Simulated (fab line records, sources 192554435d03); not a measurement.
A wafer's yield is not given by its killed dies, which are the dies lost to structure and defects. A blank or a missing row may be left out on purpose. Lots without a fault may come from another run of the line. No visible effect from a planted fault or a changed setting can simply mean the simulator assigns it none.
Comparing a struck lot with a sound one / flow n5_finfet / 20 steps out of a route of 1938
Sound: these wafers, L566.2, L566.4, L566.6. The struck wafers were L572.2, L572.5, L572.6. At the end, the cause is stated.
Per side, at each step with rows, come the tool, then ch with its chambers, and then its first start. Under that, the readings that differ: sound wafers / struck wafers / difference of the means / sigmas: that difference in standard deviations of wafers without a fault.
alike: readings whose means differ by less than 2 such deviations, and words and numbers that are the same on both sides. not compared: withheld readings, readings that some wafer has no value for, bounds like >300 that may hide the same value, and numbers for which the record gives no deviation and whose values overlap.
A row with sigmas, a row that says differs or no value, or rows on one side alone: a step with any of these is where the two part. Numbers that have no deviation but don't overlap get no sigmas and don't part them. A reading that every wafer of one side lacks parts them only if that side has two wafers or more.

first, 9 steps without rows for these wafers: N5_GATE_CUT_STRIP_21 (strips in N2/H2, time 30 s); N5_GATE_CUT_STRIP_29 (strips in post etch residue remover, time 60 s); N5_GATE_CUT_SRD_52 (time 30 s); N5_GATE_CUT_ALD_22 (deposits SiNx, target thk 16 nm, pulse time 1 s, ald cycles 320); N5_GATE_CUT_CMP_23 (polishes, stops on SiO2, t overpolish 23.4 s, target thk 16 nm); N5_GATE_CUT_CMP_43 (polishes SiO2); N5_GATE_CUT_CMP_61 (polishes, stops on SiNx, t overpolish 3 s); N5_MOL_CONTACT_COAG_COAT_103 (time 60 s, resist thk 80 nm); N5_MOL_CONTACT_COAG_COAT_104 (time 60 s, resist thk 12 nm).
N5_MOL_CONTACT_COAG_COAT_58: time 60 s, resist thk 10 nm.
  sound on litho_track-04 ch 0, day 4 17:20; struck on litho_track-04 ch 0, day 6 03:22
reading=heater_power_total_W (W); sound=390.5 393.2 390.3; struck=359.9 359.2 358.4; difference=-32.2; sigmas=-25
reading=plate_temp_C (C); sound=204.96 205.10 204.97; struck=191.20 190.96 191.18; difference=-13.90; sigmas=-87
then, 7 steps without rows for these wafers: N5_MOL_CONTACT_COAG_COAT_02 (resist thk 30 nm); N5_MOL_CONTACT_COAG_EBR_04; N5_MOL_CONTACT_COAG_SOFTBAKE_03 (time 60 s); N5_MOL_CONTACT_COAG_EXPOSE_05 (exposes mask CA, defocus 0 nm); N5_MOL_CONTACT_COAG_PEB_06 (peb time 60 s); N5_MOL_CONTACT_COAG_DEVELOP_07 (develop time 30 s); N5_MOL_CONTACT_COAG_DESCUM_13 (chemistry O2, time 7 s).
N5_MOL_CONTACT_COAG_ETCH_59: etches underlayer in N2/H2, target depth 13 nm, time 10.4 s.
  sound on rie_diel-03 ch 1,2, day 4 17:45; struck on rie_diel-04 ch 0,1,2, day 6 03:59
reading=model.etch.depth_nm (nm); sound=10.01 10 9.982; struck=10.08 10.09 10.09; difference=+0.09; sigmas=
  alike: bias_w, drypump_motor_current_A, etch_rf_on_time_s, h2_flow_sccm, n2_flow_sccm, oes_product_au, rf_vpp_V, showerhead_plenum_p_Torr, throttle_valve_pct
  not compared: rf_hours_counter_h
then, 1 step without rows for these wafers: N5_MOL_CONTACT_COAG_ETCH_105 (etches SiARC in CF4, target depth 15.6 nm, time 26 s).
-- record jumps: 5 days separate the struck wafers' starts on either side; left off in module MOL_CONTACT_COAG, taken up again in module BEOL_M4, whose first shown step is the route's number 1111 --
N5_BEOL_M4_RC_MEAS_101:
  sound on prober-01 ch 0, day 9 13:10; struck on prober-01 ch 0, day 10 19:14
  alike: DIBL_N, DIBL_P, IOFF_N, IOFF_P, ION_N, ION_P, SS_N, SS_P, VT_N, VT_P

== WHERE THEY PART ==
Within this record, at N5_MOL_CONTACT_COAG_COAT_58 only. Later steps at which nothing parts them and some readings are alike: N5_MOL_CONTACT_COAG_ETCH_59, N5_BEOL_M4_RC_MEAS_101.

WHY: what had been put in by the simulator
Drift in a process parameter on litho_track-04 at N5_MOL_CONTACT_COAG_COAT_58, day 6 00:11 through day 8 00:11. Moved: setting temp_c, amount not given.
